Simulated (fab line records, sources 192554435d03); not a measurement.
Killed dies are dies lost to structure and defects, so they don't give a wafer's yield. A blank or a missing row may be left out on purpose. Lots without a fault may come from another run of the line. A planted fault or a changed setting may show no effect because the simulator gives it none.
Split-lot experiment | flow n5_finfet | 7 lots, 39 wafers read, on a route of 1938 steps

THE SPLIT
At N5_WELL_APT_EPI_41 (deposits Si from SiH4/H2, target thk 50 nm, time 297.7 s), the setting time_s was moved away from the recipe's 297.7 s on 15 of the 39 wafers read, by -7.9% to +3.1%. The other wafers ran this setting at the recipe's value.

The reading is taken at the split's own step.

THE READING
Si_of_WELL_APT_EPI_41.thk_nm (the simulator's own value, which no gauge read), in nm, at N5_WELL_APT_EPI_41 (deposits Si from SiH4/H2, target thk 50 nm, time 297.7 s). The file gives no usual value for it. The 24 wafers here that ran the recipe average 50.03 nm, standard deviation 0.57 nm.

wafer  | tool, chamber at the split | time_s as run, s | against the recipe | Si_of_WELL_APT_EPI_41.thk_nm, nm | against lot-mates on the recipe
L075.1 | epi_rpcvd-04, 0            | 297.7            | recipe             | 50.68                            | -
L075.2 | epi_rpcvd-04, 0            | 306.9            | +3.1%              | 51.59                            | +0.99
L075.3 | epi_rpcvd-04, 0            | 297.7            | recipe             | 50.76                            | -
L075.4 | epi_rpcvd-04, 0            | 306.9            | +3.1%              | 52.07                            | +1.47
L075.5 | epi_rpcvd-04, 0            | 306.9            | +3.1%              | 51.6                             | +1.00
L075.6 | epi_rpcvd-04, 0            | 297.7            | recipe             | 50.35                            | -
L079.1 | epi_rpcvd-04, 0            | 297.7            | recipe             | 50.79                            | -
L079.2 | epi_rpcvd-04, 0            | 297.7            | recipe             | 50.71                            | -
L079.3 | epi_rpcvd-04, 0            | 297.7            | recipe             | 50.52                            | -
L079.4 | epi_rpcvd-04, 0            | 278.3            | -6.5%              | 47.32                            | -3.35
L079.5 | epi_rpcvd-04, 0            | 278.3            | -6.5%              | 47.33                            | -3.34
L079.6 | epi_rpcvd-04, 0            | 278.3            | -6.5%              | 47.11                            | -3.56
L080.1 | epi_rpcvd-02, 0            | 297.7            | recipe             | 50.01                            | -
L080.4 | epi_rpcvd-02, 0            | 297.7            | recipe             | 50.64                            | -
L080.5 | epi_rpcvd-02, 0            | 297.7            | recipe             | 50.06                            | -
L083.1 | epi_rpcvd-02, 0            | 297.7            | recipe             | 49.52                            | -
L083.2 | epi_rpcvd-02, 0            | 297.7            | recipe             | 49.24                            | -
L083.3 | epi_rpcvd-02, 0            | 297.7            | recipe             | 49.78                            | -
L083.4 | epi_rpcvd-02, 0            | 297.7            | recipe             | 49.92                            | -
L083.5 | epi_rpcvd-02, 0            | 297.7            | recipe             | 49.8                             | -
L083.6 | epi_rpcvd-02, 0            | 297.7            | recipe             | 50.36                            | -
L091.1 | epi_rpcvd-02, 0            | 289.9            | -2.6%              | 48.71                            | -0.98
L091.2 | epi_rpcvd-02, 0            | 289.9            | -2.6%              | 48.99                            | -0.70
L091.3 | epi_rpcvd-02, 0            | 297.7            | recipe             | 50.21                            | -
L091.4 | epi_rpcvd-02, 0            | 289.9            | -2.6%              | 48.18                            | -1.51
L091.5 | epi_rpcvd-02, 0            | 297.7            | recipe             | 49.51                            | -
L091.6 | epi_rpcvd-02, 0            | 297.7            | recipe             | 49.36                            | -
L096.1 | epi_rpcvd-04, 0            | 297.7            | recipe             | 49.32                            | -
L096.2 | epi_rpcvd-04, 0            | 290.1            | -2.6%              | 47.78                            | -1.36
L096.3 | epi_rpcvd-04, 0            | 297.7            | recipe             | 49.26                            | -
L096.4 | epi_rpcvd-04, 0            | 290.1            | -2.6%              | 47.7                             | -1.44
L096.5 | epi_rpcvd-04, 0            | 290.1            | -2.6%              | 47.52                            | -1.62
L096.6 | epi_rpcvd-04, 0            | 297.7            | recipe             | 48.85                            | -
L097.1 | epi_rpcvd-02, 0            | 274.3            | -7.9%              | 46.39                            | -4.01
L097.2 | epi_rpcvd-02, 0            | 274.3            | -7.9%              | 46.7                             | -3.70
L097.3 | epi_rpcvd-02, 0            | 274.3            | -7.9%              | 46.27                            | -4.13
L097.4 | epi_rpcvd-02, 0            | 297.7            | recipe             | 50.43                            | -
L097.5 | epi_rpcvd-02, 0            | 297.7            | recipe             | 49.99                            | -
L097.6 | epi_rpcvd-02, 0            | 297.7            | recipe             | 50.77                            | -

THE FIT
A straight line over all 39 wafers: Si_of_WELL_APT_EPI_41.thk_nm changes by +0.476 nm for each +1% of time_s; r = +0.92; the points scatter about the line by 0.59 nm.
The same after taking each lot's own level away (the mean of its wafers on the recipe; 39 wafers): +0.492 nm for each +1%; r = +0.98; scatter 0.3 nm.
On that fit, the largest move of time_s shifts the reading by 3.9 nm.
The lots' own levels span 49.143 to 50.673 nm, that is 2.7 times the standard deviation above.
So the lot-to-lot level changes the slope little: the two slopes agree.
Check: with one of the wafers moved furthest among these (-7.9%) left out of the fit, the line predicts -3.9 nm for it against its lot-mates. It came out at -4.01 nm against them.

THE FILE'S OWN FIT
Si_of_WELL_APT_EPI_41.thk_nm changes by +0.499 nm for each +1% of time_s, r = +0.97.
